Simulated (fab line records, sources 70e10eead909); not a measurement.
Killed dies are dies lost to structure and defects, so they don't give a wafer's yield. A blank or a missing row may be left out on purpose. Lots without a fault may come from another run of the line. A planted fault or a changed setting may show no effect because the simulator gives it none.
Which tool did it? | flow nand_harc | 24 lots, 72 wafers sampled, at 6 steps of a route of 1159

WHAT THE GAUGES READ, wafer by wafer
The record holds no reading of a measuring or inspecting step that can be judged against a usual standard deviation.

WHICH TOOL RAN EACH LOT (tool, then ch and the chambers of the sampled wafers, then the start)
lot  | NHARC_A_STAIRCASE_TRIM_16                   | NHARC_A_STAIRCASE_ETCH_17                     | NHARC_A_STAIRCASE_TRIM_24                   | NHARC_A_STAIRCASE_ETCH_25                     | NHARC_A_STAIRCASE_ETCH_199                  | NHARC_A_STAIRCASE_TRIM_202
L076 | rie_diel-05 ch 0,1,2, no start              | rie_diel-05 ch 1,2,3, no start                | rie_diel-04 ch 0,1,2, no start              | rie_diel-04 ch 1,2,3, no start                | rie_diel-04 ch 0,1,3, no start              | rie_diel-04 ch 1,2,3, no start
L075 | rie_diel-04 ch 0,1,3, no start              | rie_diel-04 ch 0,1,2, no start                | rie_diel-04 ch 0,1,3, no start              | rie_diel-04 ch 1,2,3, no start                | rie_diel-06 ch 0,2,3, no start              | rie_diel-06 ch 0,2,3, no start
L074 | rie_diel-04 ch 0,1, no start                | rie_diel-04 ch 0,1,2, no start                | rie_diel-05 ch 0,1,2, no start              | rie_diel-05 ch 0,1, no start                  | rie_diel-05 ch 0,1,2, no start              | rie_diel-05 ch 1,2, no start
L078 | rie_diel-06 ch 0,2,3, no start              | rie_diel-06 ch 1,2, no start                  | rie_diel-06 ch 2,3, no start                | rie_diel-06 ch 0,1, no start                  | rie_diel-06 ch 0,1,2, no start              | rie_diel-06 ch 0,1,3, no start
L077 | rie_diel-04 ch 2,3, no start                | rie_diel-04 ch 0,1,3, no start                | rie_diel-04 ch 1,3, no start                | rie_diel-04 ch 0,1,2, no start                | rie_diel-05 ch 0,1,2, no start              | rie_diel-05 ch 0,1, no start
L079 | rie_diel-06 ch 0,1,3, no start              | rie_diel-06 ch 0,1, no start                  | rie_diel-06 ch 0,1,3, no start              | rie_diel-06 ch 0,1,3, no start                | rie_diel-04 ch 1,2, no start                | rie_diel-04 ch 0,1, no start
L080 | rie_diel-04 ch 1,2, no start                | rie_diel-04 ch 0,2,3, no start                | rie_diel-05 ch 0,1,3, no start              | rie_diel-05 ch 0,1,3, no start                | rie_diel-04 ch 1,3, no start                | rie_diel-04 ch 0,1, no start
L082 | rie_diel-05 ch 1,3, no start                | rie_diel-05 ch 1,2,3, no start                | rie_diel-06 ch 2,3, no start                | rie_diel-06 ch 0,1,2, no start                | rie_diel-05 ch 0,1, no start                | rie_diel-05 ch 0,1, no start
L081 | rie_diel-06 ch 0,3, no start                | rie_diel-06 ch 0,1,2, no start                | rie_diel-05 ch 0,3, no start                | rie_diel-05 ch 0,1, no start                  | rie_diel-05 ch 0,2,3, no start              | rie_diel-05 ch 0,1,2, no start
L084 | rie_diel-06 ch 1,2,3, no start              | rie_diel-06 ch 0,2,3, no start                | rie_diel-05 ch 0,1, no start                | rie_diel-05 ch 1,2, no start                  | rie_diel-06 ch 1,2, no start                | rie_diel-06 ch 1,2, no start
L083 | rie_diel-05 ch 1,2, no start                | rie_diel-05 ch 0,1, no start                  | rie_diel-05 ch 0,1, no start                | rie_diel-05 ch 0,1, no start                  | rie_diel-06 ch 1,2,3, no start              | rie_diel-06 ch 1,2,3, no start
L085 | rie_diel-04 ch 0,1,2, no start              | rie_diel-04 ch 0,1,3, no start                | rie_diel-04 ch 2,3, no start                | rie_diel-04 ch 0,1,2, no start                | rie_diel-04 ch 1,2,3, no start              | rie_diel-04 ch 1,3, no start
L087 | rie_diel-06 ch 1,2,3, no start              | rie_diel-06 ch 0,2,3, no start                | rie_diel-06 ch 0,2,3, no start              | rie_diel-06 ch 0,2,3, no start                | rie_diel-06 ch 0,1,2, no start              | rie_diel-06 ch 0,2,3, no start
L088 | rie_diel-04 ch 0,3, day 14 13:43 or earlier | rie_diel-04 ch 1,2,3, day 14 13:43 or earlier | rie_diel-06 ch 0,3, day 14 13:43 or earlier | rie_diel-06 ch 0,1,2, day 14 13:43 or earlier | rie_diel-04 ch 1,3, day 14 13:43 or earlier | rie_diel-05 ch 0,2, day 14 13:43
L086 | rie_diel-05 ch 0,2, no start                | rie_diel-05 ch 0,1, no start                  | rie_diel-04 ch 0,1,2, no start              | rie_diel-04 ch 0,1,2, no start                | rie_diel-04 ch 1,2,3, no start              | rie_diel-04 ch 1,3, no start
L089 | rie_diel-06 ch 0,3, no start                | rie_diel-06 ch 1,2, no start                  | rie_diel-06 ch 1,2, no start                | rie_diel-06 ch 1,3, no start                  | rie_diel-06 ch 0,2,3, no start              | rie_diel-06 ch 1,2,3, no start
L091 | rie_diel-06 ch 1,2,3, no start              | rie_diel-06 ch 1,2,3, no start                | rie_diel-04 ch 0,1,2, no start              | rie_diel-04 ch 0,1,2, no start                | rie_diel-04 ch 1,2,3, no start              | rie_diel-04 ch 0,2,3, no start
L090 | rie_diel-05 ch 0,3, no start                | rie_diel-05 ch 1,2, no start                  | rie_diel-05 ch 0,1, no start                | rie_diel-05 ch 1,2, no start                  | rie_diel-05 ch 2,3, no start                | rie_diel-05 ch 1,2,3, no start
L094 | rie_diel-06 ch 0,2,3, no start              | rie_diel-06 ch 0,2,3, no start                | rie_diel-06 ch 1,2, no start                | rie_diel-06 ch 1,3, no start                  | rie_diel-04 ch 0,3, no start                | rie_diel-04 ch 0,3, no start
L093 | rie_diel-04 ch 0,1, no start                | rie_diel-04 ch 2,3, no start                  | rie_diel-04 ch 0,2,3, no start              | rie_diel-04 ch 0,2,3, no start                | rie_diel-04 ch 0,2,3, no start              | rie_diel-04 ch 2,3, no start
L092 | rie_diel-06 ch 0,1,3, no start              | rie_diel-06 ch 1,2,3, no start                | rie_diel-05 ch 0,1,3, no start              | rie_diel-05 ch 0,1,2, no start                | rie_diel-06 ch 0,2,3, no start              | rie_diel-06 ch 0,1,3, no start
L095 | rie_diel-06 ch 0,1, no start                | rie_diel-06 ch 1,2,3, no start                | rie_diel-05 ch 0,1,3, no start              | rie_diel-05 ch 0,3, no start                  | rie_diel-04 ch 1,2, no start                | rie_diel-04 ch 0,1,3, no start
L096 | rie_diel-04 ch 0,2, no start                | rie_diel-04 ch 2,3, no start                  | rie_diel-04 ch 0,3, no start                | rie_diel-04 ch 1,2, no start                  | rie_diel-04 ch 0,1,3, no start              | rie_diel-04 ch 2,3, no start
L097 | rie_diel-04 ch 0,3, no start                | rie_diel-04 ch 2,3, no start                  | rie_diel-04 ch 0,1,2, no start              | rie_diel-04 ch 0,1,3, no start                | rie_diel-06 ch 1,2, no start                | rie_diel-06 ch 0,1,2, no start
- NHARC_A_STAIRCASE_TRIM_16: chemistry O2, time 211.2 s.
- NHARC_A_STAIRCASE_ETCH_17: etches the open film in C4F8/O2, target depth 100 nm, time 40.5 s.
- NHARC_A_STAIRCASE_TRIM_24: chemistry O2, time 211.2 s.
- NHARC_A_STAIRCASE_ETCH_25: etches the open film in C4F8/O2, target depth 100 nm, time 40.5 s.
- NHARC_A_STAIRCASE_ETCH_199: etches the open film in C4F8/O2, target depth 100 nm, time 40.5 s.
- NHARC_A_STAIRCASE_TRIM_202: chemistry O2, time 211.2 s.

WHAT THE TOOLS THEMSELVES READ (means of the sampled wafers that have a number; where no wafer has one, the mark that the record gives instead)
NHARC_A_STAIRCASE_TRIM_16. Usual: drypump_motor_current_A 5.71 A, standard deviation 0.28; oes_product_au 0.996 a.u., standard deviation 0.012; rf_vpp_V 57.7 V, standard deviation 0.94; showerhead_plenum_p_Torr 3.51 Torr, standard deviation 0.16; throttle_valve_pct 17.036 %, standard deviation 0.009.
lot  | tool        | drypump_motor_current_A (A) | oes_product_au (a.u.) | rf_vpp_V (V) | showerhead_plenum_p_Torr (Torr) | throttle_valve_pct (%) | flag
L076 | rie_diel-05 | 5.61                        | 1.001                 | 58.0         | 3.53                            | 17.037                 |
L075 | rie_diel-04 | 5.67                        | 0.994                 | 57.8         | 3.54                            | 17.032                 |
L074 | rie_diel-04 | 5.86                        | 0.989                 | 58.0         | 3.67                            | 17.039                 |
L078 | rie_diel-06 | 5.75                        | 0.991                 | 57.4         | 3.47                            | 17.033                 |
L077 | rie_diel-04 | 5.34                        | 0.995                 | 58.1         | 3.42                            | 17.040                 |
L079 | rie_diel-06 | 5.73                        | 0.995                 | 57.7         | 3.51                            | 17.037                 |
L080 | rie_diel-04 | 5.70                        | 0.991                 | 58.8         | 3.68                            | 17.036                 |
L082 | rie_diel-05 | 5.41                        | 1.016                 | 58.1         | 3.59                            | 17.036                 |
L081 | rie_diel-06 | 5.64                        | 0.985                 | 58.1         | 3.56                            | 17.033                 |
L084 | rie_diel-06 | 5.96                        | 0.985                 | 58.5         | 3.54                            | 17.040                 |
L083 | rie_diel-05 | 5.53                        | 1.009                 | 58.3         | 3.56                            | 17.029                 |
L085 | rie_diel-04 | 5.79                        | 1.001                 | 58.4         | 3.55                            | 17.037                 |
L087 | rie_diel-06 | 5.97                        | 0.989                 | 57.5         | 3.54                            | 17.038                 |
L088 | rie_diel-04 | 5.76                        | 1.005                 | 57.0         | 3.41                            | 17.035                 |
L086 | rie_diel-05 | 5.69                        | 1.003                 | 57.5         | 3.58                            | 17.031                 |
L089 | rie_diel-06 | 5.61                        | 0.989                 | 56.5         | 3.55                            | 17.030                 |
L091 | rie_diel-06 | 5.94                        | 0.980                 | 57.0         | 3.53                            | 17.036                 |
L090 | rie_diel-05 | 5.56                        | 0.991                 | 57.4         | 3.49                            | 17.040                 |
L094 | rie_diel-06 | 5.74                        | 0.995                 | 57.5         | 3.45                            | 17.042                 |
L093 | rie_diel-04 | 5.86                        | 1.010                 | 58.6         | 3.65                            | 17.035                 |
L092 | rie_diel-06 | 5.75                        | 0.987                 | 57.7         | 3.50                            | 17.042                 |
L095 | rie_diel-06 | 5.65                        | 1.003                 | 57.3         | 3.36                            | 17.031                 |
L096 | rie_diel-04 | 5.69                        | 0.993                 | 58.3         | 3.44                            | 17.033                 |
L097 | rie_diel-04 | 5.50                        | 1.009                 | 57.7         | 3.39                            | 17.038                 |

NHARC_A_STAIRCASE_ETCH_17. Usual: oes_product_au 0.938 a.u., standard deviation 0.012; rf_vpp_V 895 V, standard deviation 5.7.
lot  | tool        | oes_product_au (a.u.) | rf_vpp_V (V) | flag
L076 | rie_diel-05 | 0.951                 | 901          |
L075 | rie_diel-04 | 0.931                 | 898          |
L074 | rie_diel-04 | 0.925                 | 897          |
L078 | rie_diel-06 | 0.938                 | 893          |
L077 | rie_diel-04 | 0.932                 | 896          |
L079 | rie_diel-06 | 0.937                 | 894          |
L080 | rie_diel-04 | 0.934                 | 892          |
L082 | rie_diel-05 | 0.946                 | 901          |
L081 | rie_diel-06 | 0.944                 | 892          |
L084 | rie_diel-06 | 0.946                 | 894          |
L083 | rie_diel-05 | 0.948                 | 892          |
L085 | rie_diel-04 | 0.951                 | 897          |
L087 | rie_diel-06 | 0.930                 | 894          |
L088 | rie_diel-04 | 0.941                 | 896          |
L086 | rie_diel-05 | 0.948                 | 893          |
L089 | rie_diel-06 | 0.928                 | 893          |
L091 | rie_diel-06 | 0.924                 | 897          |
L090 | rie_diel-05 | 0.964                 | 899          |
L094 | rie_diel-06 | 0.939                 | 894          |
L093 | rie_diel-04 | 0.944                 | 891          |
L092 | rie_diel-06 | 0.925                 | 896          |
L095 | rie_diel-06 | 0.922                 | 896          |
L096 | rie_diel-04 | 0.937                 | 892          |
L097 | rie_diel-04 | 0.944                 | 892          |

NHARC_A_STAIRCASE_TRIM_24. Usual: drypump_motor_current_A 5.68 A, standard deviation 0.28; oes_product_au 0.999 a.u., standard deviation 0.012; rf_vpp_V 57.8 V, standard deviation 0.84; showerhead_plenum_p_Torr 3.51 Torr, standard deviation 0.16; throttle_valve_pct 17.036 %, standard deviation 0.0085.
lot  | tool        | drypump_motor_current_A (A) | oes_product_au (a.u.) | rf_vpp_V (V) | showerhead_plenum_p_Torr (Torr) | throttle_valve_pct (%) | flag
L076 | rie_diel-04 | 5.78                        | 0.990                 | 58.3         | 3.57                            | 17.047                 |
L075 | rie_diel-04 | 5.68                        | 0.997                 | 57.7         | 3.54                            | 17.041                 |
L074 | rie_diel-05 | 5.59                        | 0.996                 | 58.5         | 3.53                            | 17.034                 |
L078 | rie_diel-06 | 5.96                        | 0.997                 | 57.6         | 3.50                            | 17.036                 |
L077 | rie_diel-04 | 5.61                        | 0.994                 | 58.4         | 3.65                            | 17.032                 |
L079 | rie_diel-06 | 5.77                        | 0.994                 | 58.7         | 3.51                            | 17.039                 |
L080 | rie_diel-05 | 5.49                        | 0.993                 | 58.4         | 3.55                            | 17.042                 |
L082 | rie_diel-06 | 5.96                        | 0.993                 | 57.7         | 3.50                            | 17.031                 |
L081 | rie_diel-05 | 5.46                        | 0.991                 | 58.3         | 3.65                            | 17.037                 |
L084 | rie_diel-05 | 5.59                        | 0.990                 | 57.8         | 3.40                            | 17.037                 |
L083 | rie_diel-05 | 5.58                        | 1.001                 | 57.3         | 3.40                            | 17.039                 |
L085 | rie_diel-04 | 5.33                        | 1.006                 | 57.2         | 3.41                            | 17.037                 |
L087 | rie_diel-06 | 5.76                        | 0.993                 | 57.9         | 3.46                            | 17.037                 |
L088 | rie_diel-06 | 5.54                        | 0.993                 | 57.8         | 3.42                            | 17.032                 |
L086 | rie_diel-04 | 5.78                        | 1.001                 | 58.3         | 3.55                            | 17.037                 |
L089 | rie_diel-06 | 6.08                        | 0.998                 | 57.0         | 3.44                            | 17.032                 |
L091 | rie_diel-04 | 5.79                        | 1.000                 | 57.4         | 3.55                            | 17.031                 |
L090 | rie_diel-05 | 5.49                        | 0.997                 | 58.0         | 3.43                            | 17.031                 |
L094 | rie_diel-06 | 6.08                        | 0.990                 | 57.4         | 3.48                            | 17.045                 |
L093 | rie_diel-04 | 5.60                        | 0.998                 | 57.4         | 3.42                            | 17.030                 |
L092 | rie_diel-05 | 5.48                        | 1.004                 | 57.9         | 3.53                            | 17.041                 |
L095 | rie_diel-05 | 5.49                        | 1.013                 | 56.9         | 3.53                            | 17.042                 |
L096 | rie_diel-04 | 5.76                        | 1.005                 | 57.5         | 3.40                            | 17.037                 |
L097 | rie_diel-04 | 5.78                        | 1.016                 | 57.4         | 3.54                            | 17.036                 |

NHARC_A_STAIRCASE_ETCH_25. Usual: oes_product_au 0.939 a.u., standard deviation 0.013; rf_vpp_V 895 V, standard deviation 5.7.
lot  | tool        | oes_product_au (a.u.) | rf_vpp_V (V) | flag
L076 | rie_diel-04 | 0.925                 | 897          |
L075 | rie_diel-04 | 0.935                 | 897          |
L074 | rie_diel-05 | 0.938                 | 892          |
L078 | rie_diel-06 | 0.929                 | 894          |
L077 | rie_diel-04 | 0.938                 | 897          |
L079 | rie_diel-06 | 0.939                 | 895          |
L080 | rie_diel-05 | 0.932                 | 897          |
L082 | rie_diel-06 | 0.941                 | 892          |
L081 | rie_diel-05 | 0.946                 | 892          |
L084 | rie_diel-05 | 0.945                 | 897          |
L083 | rie_diel-05 | 0.929                 | 891          |
L085 | rie_diel-04 | 0.940                 | 896          |
L087 | rie_diel-06 | 0.943                 | 893          |
L088 | rie_diel-06 | 0.930                 | 891          |
L086 | rie_diel-04 | 0.935                 | 896          |
L089 | rie_diel-06 | 0.920                 | 901          |
L091 | rie_diel-04 | 0.942                 | 896          |
L090 | rie_diel-05 | 0.947                 | 897          |
L094 | rie_diel-06 | 0.933                 | 897          |
L093 | rie_diel-04 | 0.945                 | 892          |
L092 | rie_diel-05 | 0.945                 | 895          |
L095 | rie_diel-05 | 0.948                 | 895          |
L096 | rie_diel-04 | 0.960                 | 900          |
L097 | rie_diel-04 | 0.950                 | 895          |

NHARC_A_STAIRCASE_ETCH_199. Usual: oes_product_au 0.941 a.u., standard deviation 0.014; rf_vpp_V 895 V, standard deviation 5.6.
lot  | tool        | oes_product_au (a.u.) | rf_vpp_V (V) | flag
L076 | rie_diel-04 | 0.933                 | 897          |
L075 | rie_diel-06 | 0.932                 | 894          |
L074 | rie_diel-05 | 0.956                 | 896          |
L078 | rie_diel-06 | 0.938                 | 892          |
L077 | rie_diel-05 | 0.934                 | 896          |
L079 | rie_diel-04 | 0.940                 | 898          |
L080 | rie_diel-04 | 0.955                 | 895          |
L082 | rie_diel-05 | 0.940                 | 893          |
L081 | rie_diel-05 | 0.943                 | 899          |
L084 | rie_diel-06 | 0.930                 | 895          |
L083 | rie_diel-06 | 0.937                 | 896          |
L085 | rie_diel-04 | 0.950                 | 896          |
L087 | rie_diel-06 | 0.927                 | 891          |
L088 | rie_diel-04 | 0.958                 | 900          |
L086 | rie_diel-04 | 0.944                 | 896          |
L089 | rie_diel-06 | 0.939                 | 893          |
L091 | rie_diel-04 | 0.954                 | 897          |
L090 | rie_diel-05 | 0.948                 | 902          |
L094 | rie_diel-04 | 0.937                 | 891          |
L093 | rie_diel-04 | 0.947                 | 892          |
L092 | rie_diel-06 | 0.925                 | 893          |
L095 | rie_diel-04 | 0.945                 | 901          |
L096 | rie_diel-04 | 0.950                 | 895          |
L097 | rie_diel-06 | 0.928                 | 894          |

NHARC_A_STAIRCASE_TRIM_202. Usual: drypump_motor_current_A 5.69 A, standard deviation 0.28; oes_product_au 0.996 a.u., standard deviation 0.013; rf_vpp_V 57.8 V, standard deviation 0.87; showerhead_plenum_p_Torr 3.52 Torr, standard deviation 0.16; throttle_valve_pct 17.037 %, standard deviation 0.0089.
lot  | tool        | drypump_motor_current_A (A) | oes_product_au (a.u.) | rf_vpp_V (V) | showerhead_plenum_p_Torr (Torr) | throttle_valve_pct (%) | flag
L076 | rie_diel-04 | 5.53                        | 0.996                 | 57.8         | 3.55                            | 17.040                 |
L075 | rie_diel-06 | 5.74                        | 0.991                 | 57.3         | 3.47                            | 17.035                 |
L074 | rie_diel-05 | 5.55                        | 1.000                 | 58.1         | 3.57                            | 17.038                 |
L078 | rie_diel-06 | 5.75                        | 0.994                 | 58.1         | 3.51                            | 17.036                 |
L077 | rie_diel-05 | 5.51                        | 0.996                 | 57.3         | 3.45                            | 17.042                 |
L079 | rie_diel-04 | 5.94                        | 0.985                 | 57.7         | 3.55                            | 17.035                 |
L080 | rie_diel-04 | 5.87                        | 0.986                 | 58.3         | 3.66                            | 17.041                 |
L082 | rie_diel-05 | 5.51                        | 1.000                 | 58.1         | 3.45                            | 17.038                 |
L081 | rie_diel-05 | 5.60                        | 0.999                 | 58.2         | 3.52                            | 17.047                 |
L084 | rie_diel-06 | 6.06                        | 0.982                 | 58.0         | 3.44                            | 17.045                 |
L083 | rie_diel-06 | 5.97                        | 0.986                 | 57.6         | 3.54                            | 17.025                 |
L085 | rie_diel-04 | 5.43                        | 1.010                 | 57.1         | 3.51                            | 17.044                 |
L087 | rie_diel-06 | 5.75                        | 0.994                 | 57.4         | 3.45                            | 17.044                 |
L088 | rie_diel-05 | 5.72                        | 1.002                 | 59.0         | 3.58                            | 17.032                 |
L086 | rie_diel-04 | 5.61                        | 1.013                 | 57.4         | 3.64                            | 17.045                 |
L089 | rie_diel-06 | 5.98                        | 0.981                 | 58.3         | 3.53                            | 17.039                 |
L091 | rie_diel-04 | 5.59                        | 1.002                 | 57.9         | 3.42                            | 17.040                 |
L090 | rie_diel-05 | 5.52                        | 1.004                 | 57.8         | 3.65                            | 17.034                 |
L094 | rie_diel-04 | 5.50                        | 1.001                 | 57.6         | 3.39                            | 17.037                 |
L093 | rie_diel-04 | 5.34                        | 1.000                 | 57.5         | 3.41                            | 17.041                 |
L092 | rie_diel-06 | 5.76                        | 0.988                 | 57.4         | 3.49                            | 17.036                 |
L095 | rie_diel-04 | 5.68                        | 1.000                 | 58.2         | 3.52                            | 17.039                 |
L096 | rie_diel-04 | 5.33                        | 0.996                 | 57.7         | 3.40                            | 17.033                 |
L097 | rie_diel-06 | 5.84                        | 0.990                 | 56.4         | 3.39                            | 17.046                 |

THE ANSWER, worked out from the rows above alone
Rule: a lot is off if the mean of its wafers that have a number lies more than 3 standard deviations from the usual mean. A lot without any number at a reading at which 4 lots or more have one is off too. The other lots that the step has rows for count as sound. The gauges are gone through in route order, then the tools' own readings, and for those a lot's mean is taken as printed above. The first step at which some lot is off is used, and at that step the reading that is off furthest; a lot without a number counts as furthest.
No lot is off at any reading shown: from this, nothing can be told.

WHAT THE SIMULATOR HAD PUT IN
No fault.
